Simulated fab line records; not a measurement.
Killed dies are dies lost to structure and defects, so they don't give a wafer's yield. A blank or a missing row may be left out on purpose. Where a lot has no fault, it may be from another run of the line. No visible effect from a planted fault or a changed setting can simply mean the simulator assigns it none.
Problem report in the 8D (eight disciplines) form, filled by code | flow nand harc | the parts of the form that need people (team, actions taken, sign-off) are left out

== 1. WHAT WENT WRONG ==
Wafers with no fault read 58 with a standard deviation of 22, whereas killed at array at NHARC_END_SORT_01 reads a mean of 210 on 1 wafer of 1 lot. That puts it +6.9 standard deviations away from the usual mean.
Earliest sighting: wafer L637.3 on prober-02 at day 33 21:13. The record holds 3 wafers of 1 lot with a number at this step. Rule for "out" (also "out of limits"): further than 4 standard deviations from the usual mean. The rest of the wafers with a number are treated as sound.

== 2. WHAT THIS IS AND IS NOT ==
question                    | is                           | is not
which readings at this step | killed at array, killed dies | killed at other, killed at periphery, killed open, killed short
which lots                  | L637                         | -
which wafers of those lots  | L637.3                       | L637.4, L637.5
read on which gauges        | prober-02                    | -
when                        | from day 33 21:13            | up to then (0 sound wafers); but 2 sound wafers of L637 came after

== 3. THE SUSPECTS, EACH WITH WHAT RULES IT OUT ==
Counting: any tool at a process step up to the reading remains a suspect provided it ran every lot that is out. Sound lots after the first of them don't rule it out here, since some wafers of a struck lot are sound.
- the gauge at NHARC_END_SORT_01: ruled out. All the wafers that are out were read on prober-02, but those of them that NHARC_A_CONTACT_ETCH_91 has rows for are out there too, on other tools.
- har cap etch-02 at NHARC_A_CONTACT_ETCH_129 (etches the open film in C4F8/O2/Ar, time 197 s, target depth 1918 nm): kept. It ran the lot that is out, L637 (day 31 10:22).
- har cap etch-02 at NHARC_A_CONTACT_ETCH_130 (etches the open film in C4F8/O2/Ar, time 197 s, target depth 1918 nm): kept. It ran the lot that is out, L637 (day 31 10:35).
- rie diel-05 at NHARC_A_CONTACT_ETCH_91 (etches the open film in CH3F/O2, target depth 40 nm, time 85.7 s): kept. It ran the lot that is out, L637 (day 31 12:10). Out on those wafers are its own readings of run length s.
- The sound lot-mates ran in chamber 0 of har cap etch-02 at NHARC_A_CONTACT_ETCH_129, but the wafers that are out ran in chamber 1.
- The sound lot-mates ran in chamber 0 of har cap etch-02 at NHARC_A_CONTACT_ETCH_130, but the wafers that are out ran in chamber 1.
- In rie diel-05 at NHARC_A_CONTACT_ETCH_91, the wafers that are out were processed in chamber 0 and their sound lot-mates in chambers 2, 3.
har cap etch-02 at NHARC_A_CONTACT_ETCH_129, har cap etch-02 at NHARC_A_CONTACT_ETCH_130 and rie diel-05 at NHARC_A_CONTACT_ETCH_91 are what is left after counting.

== 4. THE CAUSE (what the simulator had put in) ==
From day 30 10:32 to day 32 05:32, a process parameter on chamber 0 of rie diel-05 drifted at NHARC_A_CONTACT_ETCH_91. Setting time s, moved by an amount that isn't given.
Of the 3 suspects that counting leaves, this tool is one.

== 5. THE EFFECT CHAIN, in route order ==
Each row: a reading where the mean over the struck wafers with a number is more than 3 standard deviations away from the usual. Readings are gone through only where the record gives a usual standard deviation; hours: the median, over the lots, of the time from a lot's start at the first step in this table giving one to that lot's start at this step; sigmas: the change measured in usual standard deviations.
hours | step                    | reading         | usual   | on struck wafers | change | sigmas
0     | NHARC_A_CONTACT_ETCH_91 | run length s    | 107.0 s | 68.9             | -38.1  | -68
57    | NHARC_END_SORT_01       | killed at array | 58      | 210              | +152   | +6.9
57    | NHARC_END_SORT_01       | killed dies     | 64      | 213              | +149   | +6.8
It contains these process steps:
- NHARC_A_CONTACT_ETCH_91: etches the open film in CH3F/O2, target depth 40 nm, time 85.7 s.

== 6. WHAT WOULD HAVE CAUGHT IT SOONER ==
The first out-of-limits reading at a measuring or inspecting step in this record came at day 33 21:13, 83 hours after the fault's start at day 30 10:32.
At NHARC_A_CONTACT_ETCH_91, the tool's own readings (run length s) were out on each struck wafer the step has a row for, so an alarm limit on them would have fired on the first such wafer.
The start of NHARC_A_CONTACT_ETCH_91 on rie diel-05 came by day 33 21:13 for every one of the lots that are out (1). A hold on the tool at that time would have spared none of them.
